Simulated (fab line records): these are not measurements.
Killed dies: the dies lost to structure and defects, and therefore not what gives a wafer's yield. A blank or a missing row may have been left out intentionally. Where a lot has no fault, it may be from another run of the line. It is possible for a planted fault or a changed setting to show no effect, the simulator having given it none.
Code-filled problem report in 8D (eight disciplines) form || flow n5_finfet || the parts of the form that need people (team, actions taken, sign-off) are left out

== 1. WHAT WENT WRONG ==
killed_at_M4_up at N5_PASSIVATION_PROBE_49 reads a mean of 110 on 6 wafers of 2 lots; wafers without a fault read 14 with a standard deviation of 5.6. Measured from the usual mean, that is +17 standard deviations.
Seen first at day 16 08:19 on prober-01, wafer L823.2. Wafers with a number at this step in the record: 6, from 2 lots. The rule behind "out" and "out of limits": a value lying over 4 standard deviations away from the usual mean. The other wafers with a number count as sound.

== 2. WHAT THIS IS AND IS NOT ==
{"question": "which readings at this step", "is": "killed_at_M4_up, defect_limited_yield, killed_dies, sort_bin_5_function, sort_n_pass, sort_yield_pct", "is not": "killed_at_M0_to_M3, killed_at_contacts, killed_at_front_end, killed_open"}
{"question": "which lots", "is": "L823, L825", "is not": "-"}
{"question": "which wafers of those lots", "is": "all that have a number", "is not": "-"}
{"question": "read on which tools", "is": "prober-01, prober-02", "is not": "-"}
{"question": "when", "is": "from day 16 08:19", "is not": "up to then (0 sound wafers)"}

== 3. THE SUSPECTS, EACH WITH WHAT RULES IT OUT ==
Counting: a tool at a process step up to the reading stays a suspect if it ran every lot that is out and no sound lot after the first of them.
- rie_diel-05 at N5_BEOL_M9_ETCH_41 (etches SiCN in CH3F/O2, target depth 36.6 nm, time 70.1 s): kept. It ran every lot that is out, first L823 (day 14 03:14), and no sound lot after that.
Left after counting: rie_diel-05 at N5_BEOL_M9_ETCH_41.

== 4. THE CAUSE (what the simulator had put in) ==
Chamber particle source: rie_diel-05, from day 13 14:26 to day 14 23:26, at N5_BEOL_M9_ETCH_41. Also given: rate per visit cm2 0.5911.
The count eliminated every tool but this one.

== 5. THE CHAIN OF EFFECTS, in route order ==
Rows list readings where the struck wafers' mean (over those with a number) sits beyond 3 standard deviations from the usual. Only readings whose record carries a usual standard deviation are examined. hours: median over the lots of the time between each lot's start at the first step of this table that gives one and its start at this step. sigmas: the change, counted in usual standard deviations.
{"hours": 0, "step": "N5_PASSIVATION_PROBE_49", "reading": "defect_limited_yield", "usual": "91.1 %", "on struck wafers": 84.0, "change": -7.1, "sigmas": -5.1}
{"hours": 0, "step": "N5_PASSIVATION_PROBE_49", "reading": "killed_at_M4_up", "usual": 14, "on struck wafers": 110, "change": "+96", "sigmas": "+17"}
{"hours": 0, "step": "N5_PASSIVATION_PROBE_49", "reading": "killed_dies", "usual": 105, "on struck wafers": 189, "change": "+84", "sigmas": "+5.2"}
{"hours": 0, "step": "N5_PASSIVATION_PROBE_49", "reading": "sort_bin_5_function", "usual": "5.2 %", "on struck wafers": 10.4, "change": "+5.2", "sigmas": "+5.7"}
{"hours": 0, "step": "N5_PASSIVATION_PROBE_49", "reading": "sort_n_pass", "usual": 1075, "on struck wafers": 991, "change": -84, "sigmas": -5.2}
{"hours": 0, "step": "N5_PASSIVATION_PROBE_49", "reading": "sort_yield_pct", "usual": "91.1 %", "on struck wafers": 84.0, "change": -7.1, "sigmas": -5.1}
The process steps in it:
- N5_PASSIVATION_PROBE_49

== 6. HOW IT WOULD HAVE BEEN CAUGHT EARLIER ==
First out-of-limits reading in this record: day 16 08:19, which is 66 hours after fault onset at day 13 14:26.
Tool readings at N5_BEOL_M9_ETCH_41 with a usual standard deviation given in the record: none out on any struck wafer, hence no alarm at a limit of 4 standard deviations on them.
By day 16 08:19, every lot that is out (2) had started N5_BEOL_M9_ETCH_41 on rie_diel-05. Tool hold at that time: it would have spared none of them.
